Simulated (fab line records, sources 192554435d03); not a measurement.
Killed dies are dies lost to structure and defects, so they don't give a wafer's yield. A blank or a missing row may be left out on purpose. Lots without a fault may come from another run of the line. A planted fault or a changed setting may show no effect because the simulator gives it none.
fab line records | flow n5_finfet
record lots=6 wafers=18 last_day=17
route steps=1938 shown SDB@362 BEOL_M4@1111
lots that met no fault: from a run of the same line without faults
start_h: hours from the record's first day to the start of the lot's first wafer shown | wait_h: hours since the lot's step before | " the same as in the row above | L1.1+2: a row that stands for several wafers | - no value, or no start given | * or withheld: withheld | < > ~ a bound
route shown NAME@n: a module of which the file shows steps, and the number in the route of the first | usual: mean/standard deviation of fault-free wafers | same: alike in all rows | chamber/n: place in a boat | sites: the reading at each site | _std_site: their standard deviation | _edge_site: outer sites' mean less inner sites' | radius_mm: how far each site lies from the wafer's centre | mask NAME#n: copy n | behind: the tool/chamber that last shaped the wafer | hold: why the lot was held/for how many hours/how that ended | device: the transistor (n, p or np) that didn't switch | end of line: the same wafers' tests at the end of the route | a step without rows: its recipe alone | killed: dies lost to structure and defects at the first sort, not the wafer's yield | map: a wafer's dies, x killed, . not, _ none there
set.NAME: the setting as run; set.NAME@STEP: as run at that earlier step | model.NAME: the simulator's own value behind a step, which no gauge read
lots at some steps of the route; a table a step, a row a wafer
services: from which hour (start_h, from the record's first day; less than 0 if before it) a tool's chamber was out of use, for how many hours, and why
## steps
# step N5_SDB_STRIP_19
# recipe chemistry=N2/H2 temp_c=40 n2_flow_sccm=200 h2_flow_sccm=200 rf_frequency_hz=6e+07
# step N5_SDB_STRIP_21
# recipe chemistry=CF4 resist=SiARC power_w=300 bias_power_w=75 pressure_mtorr=50 cf4_flow_sccm=150 rf_frequency_hz=6e+07
# usual drypump_motor_current_A=5.9/0.37 oes_product_au=0.74/0.056 rf_vpp_V=271.4/1.1 showerhead_plenum_p_Torr=1.81/0.039 throttle_valve_pct=13.72/0.14
# columns lot.wafer tool chamber start_h wait_h drypump_motor_current_A oes_product_au rf_hours_counter_h rf_vpp_V showerhead_plenum_p_Torr throttle_valve_pct
L609.1 rie_diel-03 1 72.70 0.0 6.0 0.71 210 269.4 1.78 13.91
L609.2 " 2 " " 5.8 0.74 142 271.4 1.79 13.69
L609.4 " 0 " " 5.5 0.71 190 273.4 1.85 13.57
L611.2 rie_diel-03 0 84.67 0.0 5.5 0.71 195 272.0 1.85 13.58
L611.3 " 2 " " 5.8 0.74 147 271.0 1.79 13.68
L611.5 " 0 " " 5.5 0.71 - 273.2 1.85 13.59
L614.3 rie_diel-03 3 104.33 0.0 6.1 0.71 209 271.2 1.78 13.71
L614.4 " 0 " " 5.5 0.70 203 271.9 1.85 13.61
L614.5 " 2 " " 5.8 0.73 - 270.9 1.79 13.73
L617.2 rie_diel-04 2 128.04 0.0 5.2 0.73 170 271.1 1.79 13.82
L617.4 " 1 " " 5.7 0.78 120 273.5 1.88 13.81
L617.6 " 1 " " 5.7 0.78 - 273.9 1.88 13.79
L626.2 rie_diel-04 1 178.53 0.0 5.7 0.76 139 274.7 1.87 13.85
L626.3 " 0 " " 5.4 0.70 227 271.1 1.77 13.67
L626.6 " 0 " " 5.4 0.69 - 272.4 1.77 13.67
L629.1 rie_diel-04 0 196.04 0.0 5.4 0.69 233 269.9 1.77 13.67
L629.3 " 1 " " 5.7 0.76 146 273.1 1.87 13.86
L629.5 " 0 " " 5.4 0.69 - 270.9 1.77 13.67
# step N5_SDB_HM_OPEN_20
# recipe chemistry=CH3F/O2 target=SiNx mask_material=SOC target_depth_a=240 stop_on=poly-Si over_etch_frac=0.4 ion_energy_ev=120 pressure_mtorr=30 source_w=395 bias_w=73 Ar_flow_sccm=150 CH3F_flow_sccm=30 O2_flow_sccm=20
# step N5_SDB_STRIP_22
# recipe chemistry=N2/H2 power_w=1000 temp_c=250 h2_frac=0.65 overash_fraction=0.3 pressure_mtorr=withheld n2_flow_sccm=1750 h2_flow_sccm=3250
# usual drypump_motor_current_A=5.83/0.053 h2_flow_sccm=3251/8.6 heater_power_w=356/40 oes_product_au=0.714/0.0044 strip_time_to_endpoint_s=96.29/0.28 temp_c=249.96/0.19
# columns lot.wafer tool chamber start_h wait_h drypump_motor_current_A h2_flow_sccm heater_power_w oes_product_au rf_hours_counter_h strip_time_to_endpoint_s temp_c
L609.1 plasma_asher-02 1 72.80 0.1 5.76 3249 331 0.712 37 95.79 250.05
L609.2 " 0 " " 5.90 3256 414 0.721 37 96.50 250.18
L609.4 " 1 " " 5.76 3238 325 0.705 - 96.30 250.02
L611.2 plasma_asher-01 0 84.77 0.1 5.83 3245 365 0.714 87 95.95 250.19
L611.3 " 1 " " 5.81 3251 301 0.723 - 96.33 250.25
L611.5 " 0 " " 5.85 3247 362 0.715 - 96.05 249.97
L614.3 plasma_asher-01 1 104.47 0.1 5.78 3247 300 0.717 - 96.39 249.72
L614.4 " 0 " " 5.83 3247 360 0.712 - 96.51 249.92
L614.5 " 0 " " 5.83 3248 366 0.712 - 96.82 250.11
L617.2 plasma_asher-02 1 128.14 0.1 5.75 3268 323 0.714 45 96.35 250.21
L617.4 " 1 " " 5.75 3242 322 0.716 - 95.86 250.13
L617.6 " 1 " " 5.75 3249 336 0.712 - 95.94 250.39
L626.2 plasma_asher-02 0 178.71 0.1 5.88 3260 396 0.713 56 96.34 249.99
L626.3 " 0 " " 5.88 3247 413 0.717 - 97.01 249.80
L626.6 " 1 " " 5.76 3248 338 0.720 - 96.93 250.24
L629.1 plasma_asher-02 0 196.14 0.1 5.88 3248 409 0.712 59 96.43 250.03
L629.3 " 1 " " 5.79 3236 330 0.711 - 96.18 250.00
L629.5 " 1 " " 5.78 3254 332 0.708 - 96.30 250.20
# step N5_SDB_PRECLEAN_23
# recipe chemistry=dHF time_s=30 temp_c=25 dilution=withheld
# step N5_SDB_DUMMY_REMOVE_24
# recipe chemistry=TMAH temp_c=70 target=poly-Si stop_on=SiO2 target_depth_nm=142 conc_wt_pct=5 time_s=57 dry=ipa_marangoni rinse_time_s=30 rinse_temp_c=23
# step N5_SDB_ETCH_25
# recipe chemistry=C4F6/O2 target=SiO2 target_depth_a=100 time_s=3.3 ion_energy_ev=250 mask_material=SiNx pressure_mtorr=30 source_w=345 bias_w=185 Ar_flow_sccm=300 C4F6_flow_sccm=10 O2_flow_sccm=10
# usual O2_flow_sccm=10.00/0.032 drypump_motor_current_A=5.9/0.44 oes_o_777_au=0.76/0.073 oes_product_au=0.77/0.079 rf_vpp_V=666/7.4 showerhead_plenum_p_Torr=2.88/0.068 throttle_valve_pct=21.26/0.14
# columns lot.wafer tool chamber start_h wait_h O2_flow_sccm drypump_motor_current_A oes_o_777_au oes_product_au rf_hours_counter_h rf_vpp_V showerhead_plenum_p_Torr throttle_valve_pct
L609.1 rie_diel-01 2 73.94 0.9 10.00 5.9 0.78 0.79 105 669 2.88 21.01
L609.2 " 3 " " 10.00 6.1 0.91 0.94 14 664 2.91 21.23
L609.4 " 2 " " 10.02 5.9 0.79 0.80 - 669 2.88 21.01
L611.2 rie_diel-04 2 84.99 0.0 9.99 5.2 0.75 0.75 158 653 2.85 21.46
L611.3 " 1 " " 10.03 5.7 0.80 0.80 107 669 2.97 21.34
L611.5 " 1 " " 10.03 5.7 0.80 0.80 - 669 2.97 21.34
L614.3 rie_diel-04 1 104.66 0.0 10.00 5.7 0.79 0.79 113 668 2.97 21.34
L614.4 " 0 " " 9.93 5.4 0.71 0.71 202 668 2.82 21.11
L614.5 " 0 " " 9.96 5.4 0.71 0.70 - 670 2.82 21.09
L617.2 rie_diel-04 3 128.91 0.6 10.06 6.0 0.70 0.70 235 656 2.81 21.23
L617.4 " 1 " " 10.03 5.7 0.79 0.80 120 668 2.96 21.34
L617.6 " 1 " " 10.02 5.7 0.79 0.80 - 668 2.96 21.35
L626.2 rie_diel-01 2 179.02 0.1 9.98 5.9 0.75 0.75 146 668 2.86 21.07
L626.3 " 3 " " 9.96 6.1 0.85 0.85 54 663 2.89 21.26
L626.6 " 2 " " 10.03 5.9 0.76 0.75 - 668 2.86 21.07
L629.1 rie_diel-01 0 196.72 0.4 10.06 6.4 0.85 0.88 37 679 3.01 21.28
L629.3 " 2 " " 9.96 5.9 0.74 0.75 153 669 2.86 21.09
L629.5 " 3 " " 9.99 6.1 0.84 0.85 - 661 2.89 21.28
# step N5_SDB_CUT_ETCH_26
# recipe chemistry=HBr/Cl2/O2 target=Si target_depth_a=1296 bt_time_s=20 mask_material=SiNx time_s=51.8 ion_energy_ev=* bias_w=* pressure_mtorr=10 icp_w=800 HBr_flow_sccm=150 Cl2_flow_sccm=80 O2_flow_sccm=12
# usual O2_flow_sccm=12.00/0.038 drypump_motor_current_A=5.65/0.26 mfc_cl2_sccm=80.00/0.28 oes_o_777_au=0.993/0.022 oes_product_au=1.001/0.015 throttle_valve_pct=37.17/0.23
# columns lot.wafer tool chamber start_h wait_h O2_flow_sccm drypump_motor_current_A mfc_cl2_sccm oes_o_777_au oes_product_au rf_hours_counter_h throttle_valve_pct
L609.1 rie_si-06 0 74.03 0.1 11.98 5.49 79.89 0.980 1.003 100 37.00
L609.2 " 3 " " 11.96 5.64 80.27 0.956 0.998 83 37.36
L609.4 " 1 " " 12.01 5.42 80.09 1.006 1.026 81 37.52
L611.2 rie_si-03 0 85.07 0.1 12.01 5.87 79.55 0.982 1.006 48 36.90
L611.3 " 3 " " 12.09 5.91 79.88 0.973 0.975 161 37.22
L611.5 " 3 " " 12.07 5.89 79.78 0.982 0.966 - 37.23
L614.3 rie_si-03 3 104.74 0.1 12.03 5.92 80.08 0.975 0.978 162 37.22
L614.4 " 2 " " 12.02 5.32 80.28 0.990 1.002 105 37.00
L614.5 " 3 " " 12.06 5.92 79.82 0.975 0.978 - 37.23
L617.2 rie_si-03 3 128.99 0.1 12.01 5.91 80.22 0.983 0.973 162 37.22
L617.4 " 2 " " 12.01 5.31 80.09 0.983 0.997 105 37.01
L617.6 " 3 " " 11.95 5.91 80.16 0.973 0.967 - 37.22
L626.2 rie_si-02 0 179.18 0.1 11.98 5.97 79.83 1.025 0.991 44 37.35
L626.3 " 2 " " 12.04 5.86 79.77 1.009 1.002 103 37.32
L626.6 " 2 " " 11.97 5.87 80.04 1.010 1.009 - 37.35
L629.1 rie_si-06 0 196.81 0.1 12.00 5.56 80.05 0.970 1.012 102 36.98
L629.3 " 1 " " 12.03 5.43 80.24 1.013 1.026 83 37.52
L629.5 " 0 " " 11.98 5.55 80.18 0.976 1.006 - 36.99
# step N5_SDB_PRECLEAN_38
# recipe chemistry=dHF time_s=10 dilution=750:1 temp_c=25
# step N5_SDB_PRECLEAN_39
# recipe chemistry=O3/DIW time_s=45 temp_c=22 o3_ppm=10
# step N5_SDB_SRD_28
# recipe dry=ipa_marangoni time_s=30 temp_c=23 rinse_liquid=diw
# step N5_SDB_ALD_29
# recipe material=SiNx target_thk_a=300 temp_c=400 ald_precursor_family=SiH2I2 ald_co_reactant=N2/H2-plasma pulse_time_s=1 ald_cycles=600 purge_time_s=2 co_reactant_purge_time_s=2 pressure_torr=2
# usual heater_power_w=845/71 precursor_pulse_height_rel=0.999/0.018
# columns lot.wafer tool chamber start_h wait_h heater_power_w precursor_pulse_height_rel since_wet_clean_h
L609.1 ald_sin-04 0 74.21 0.0 886 0.993 264
L609.2 " 2 " " 868 1.002 264
L609.4 " 1 " " 749 1.001 264
L611.2 ald_sin-02 3 85.40 0.2 926 0.993 182
L611.3 " 0 " " 938 1.016 182
L611.5 " 2 86.75 1.5 832 1.005 -
L614.3 ald_sin-03 3 104.92 0.0 766 0.995 6
L614.4 " 0 " " 787 1.027 6
L614.5 " 2 106.27 1.4 865 1.011 -
L617.2 ald_sin-03 1 129.24 0.1 848 0.980 30
L617.4 " 2 " " 856 0.969 30
L617.6 " 1 130.59 1.4 842 1.016 -
L626.2 ald_sin-02 1 185.32 6.0 869 0.988 282
L626.3 " 3 " " 942 1.006 282
L626.6 " 2 186.68 7.3 870 1.015 -
L629.1 ald_sin-02 2 197.00 0.0 837 1.003 293
L629.3 " 1 " " 870 1.000 293
L629.5 " 0 198.35 1.4 930 1.011 -
# step N5_SDB_CMP_30
# recipe stop_on=poly-Si t_overpolish_s=1.54 post_cmp_clean=alkaline_brush down_force_psi=4.1491 platen_rpm=51.796 pad_velocity_m_s=1.0306 target_thk_nm=30
# usual edge_zone_pressure_frac=1.000/0.0058 head_pressure_psi=4.150/0.0093 motor_current_A=12.7/1.3 overpolish_run_s=1.539/0.0081 platen_rpm=51.79/0.034 time_to_endpoint_s=16.9/1.9
# columns lot.wafer tool chamber start_h wait_h edge_zone_pressure_frac head_pressure_psi motor_current_A overpolish_run_s platen_rpm time_to_endpoint_s
L609.4 cmp-03 3 76.95 1.4 1.002 4.144 14.4 1.553 51.76 17.0
L609.1 " 1 " " 0.995 4.141 10.8 1.539 51.80 15.7
L609.2 " 2 " " 0.998 4.141 11.3 1.541 51.81 15.5
L611.2 cmp-01 1 88.21 1.5 0.999 4.145 14.2 1.536 51.81 19.1
L611.3 " 2 " " 1.000 4.156 14.2 1.543 51.83 16.2
L611.5 " 3 " " 1.013 4.152 13.5 1.534 51.79 16.3
L614.4 cmp-03 2 107.73 1.5 1.011 4.148 11.7 1.543 53.84 15.2
L614.3 " 3 " " 1.005 4.147 13.5 1.536 53.79 18.5
L614.5 " 1 " " 0.997 4.149 10.4 1.544 53.91 18.0
L617.4 cmp-03 2 132.01 1.4 1.002 4.136 11.1 1.551 53.91 15.3
L617.2 " 3 " " 0.993 4.148 13.4 1.528 53.80 16.4
L617.6 " 2 " " 0.997 4.139 10.8 1.549 53.88 13.5
L626.2 cmp-02 3 188.11 1.4 0.998 4.159 15.2 1.519 51.78 15.5
L626.3 " 1 " " 1.009 4.148 12.7 1.538 51.79 15.8
L626.6 " 2 " " 1.009 4.149 11.8 1.530 51.80 19.6
L629.3 cmp-02 3 199.73 1.4 1.001 4.143 15.0 1.530 51.85 17.8
L629.1 " 0 " " 1.001 4.152 11.2 1.522 51.77 14.0
L629.5 " 3 " " 0.994 4.138 15.2 1.543 51.83 16.2
# step N5_SDB_THK_MEAS_31
# recipe reads=a-Si_of_DUMMY_GATE_CVD_03
# usual SDB_THK=64.2/0.88
# columns lot.wafer tool chamber start_h wait_h SDB_THK[nm]
L609.1 film_metro-01 - 77.24 - 65.5
L609.2 " - " " 65.2
L609.4 " - " " 64.3
L611.2 film_metro-02 - 88.43 - 64.7
L611.3 " - " " 65.3
L611.5 " - " " 64.5
L614.3 film_metro-01 - 107.95 - 63.8
L614.4 " - " " 63.7
L614.5 " - " " 63.0
L617.2 film_metro-01 - 132.26 - 64.2
L617.4 " - " " 63.4
L617.6 " - " " 62.8
L626.2 film_metro-01 - 188.36 - 63.8
L626.3 " - " " 65.2
L626.6 " - " " 64.5
L629.1 film_metro-01 - 200.03 - 63.6
L629.3 " - " " 64.8
L629.5 " - " " 64.7
# step N5_BEOL_M4_RC_MEAS_101
# usual DIBL_N=36.3/1.2 DIBL_P=36.7/1.5 IOFF_N=0.164/0.02 IOFF_P=0.214/0.024 ION_N=673/8.5 ION_P=461/5.9 SS_N=71.6/0.44 SS_P=73.3/0.55 VT_N=249.4/2.4 VT_P=-250.0/2.3
# columns lot.wafer tool chamber start_h wait_h DIBL_N[mV/V] DIBL_P[mV/V] IOFF_N[nA/um] IOFF_P[nA/um] ION_N[uA/um] ION_P[uA/um] SS_N[mV/dec] SS_P[mV/dec] VT_N[mV] VT_P[mV]
L609.1 prober-02 0 171.73 0.0 35.2 33.6 0.146 0.190 674 462 71.2 72.8 250.3 -249.2
L609.2 " 0 " " 36.0 34.6 0.151 0.207 660 462 71.9 73.1 250.2 -248.8
L609.4 " 0 " " 36.6 34.5 0.158 0.204 666 457 71.4 73.3 250.9 -249.3
L611.2 prober-02 0 174.75 0.2 35.3 36.5 0.160 0.193 673 453 71.5 73.6 249.0 -254.3
L611.3 " 0 " " 35.0 35.6 0.149 0.186 663 450 71.4 73.2 250.4 -254.8
L611.5 " 0 " " 37.1 37.3 0.186 0.215 675 456 71.9 73.0 249.0 -251.5
L614.3 prober-01 0 203.97 0.3 36.2 36.6 0.152 0.224 671 470 71.6 73.2 250.0 -247.6
L614.4 " 0 " " 36.2 35.8 0.153 0.211 678 462 70.7 73.6 248.5 -249.2
L614.5 " 0 " " 36.8 36.6 0.164 0.228 670 464 71.2 73.3 248.7 -245.8
L617.2 prober-01 0 232.39 0.2 37.4 38.2 0.176 0.252 673 467 72.1 73.2 248.4 -246.0
L617.4 " 0 " " 36.3 37.4 0.160 0.228 664 460 71.9 73.2 248.9 -250.0
L617.6 " 0 " " 37.3 38.4 0.179 0.254 678 466 71.8 74.4 247.0 -246.8
L626.2 prober-01 0 281.12 0.2 35.2 37.4 0.164 0.210 682 464 71.4 72.5 247.2 -249.2
L626.3 " 0 " " 33.8 35.5 0.130 0.181 660 456 71.2 71.9 252.8 -249.8
L626.6 " 0 " " 34.3 36.2 0.150 0.189 668 453 71.1 72.4 249.9 -252.0
L629.1 prober-01 0 300.04 0.0 36.3 37.0 0.167 0.223 677 466 71.0 72.8 248.7 -250.5
L629.3 " 0 " " 37.6 37.8 0.191 0.241 672 455 72.1 73.7 245.5 -250.5
L629.5 " 0 " " 35.0 35.8 0.150 0.207 676 464 71.3 72.3 247.3 -251.2
## services
# columns tool chamber start_h hours kind
rie_diel-04 - 59.15 0.5 repair
rie_diel-04 - 63.20 14.6 pm
cmp-02 - 68.16 3.3 repair
ald_sin-03 2 78.97 1.4 repair
ald_sin-02 2 79.01 4.0 repair
ald_sin-03 - 85.46 14.0 pm
cmp-03 - 85.83 1.8 repair
rie_si-06 2 87.53 31.1 repair
rie_diel-03 3 90.78 8.7 repair
rie_si-03 - 107.35 0.1 repair
ald_sin-03 - 114.28 0.5 repair
rie_diel-03 2 120.65 6.2 repair
rie_diel-01 1 121.10 5.2 repair
cmp-03 - 125.52 2.4 repair
ald_sin-03 - 132.48 2.8 pm
cmp-02 - 142.18 7.5 pm
cmp-02 - 153.77 4.0 pm
rie_diel-03 0 155.80 6.7 repair
ald_sin-02 3 156.59 14.0 repair
rie_si-06 1 160.77 5.6 repair
ald_sin-03 - 166.32 13.6 repair
cmp-03 - 166.54 26.7 pm
ald_sin-03 - 179.96 6.0 pm
rie_si-03 3 188.91 2.5 repair
## key
first_sign step=N5_SDB_CMP_30 reading=platen_rpm direction=up sigmas=60 usual=51.79 struck=53.86
effect none on later readings
met_at N5_SDB_CMP_30
struck_wafers L614.3,L614.4,L614.5,L617.2,L617.4,L617.6
onset_between 76.95 107.73
fault kind=process_parameter_drift tool=cmp-03 chamber=- onset_h=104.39 steps=N5_SDB_CMP_30 channel=platen_rpm offset=2.0718 shape=step end_h=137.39 acts_in=these_recipes_only stated=51.796
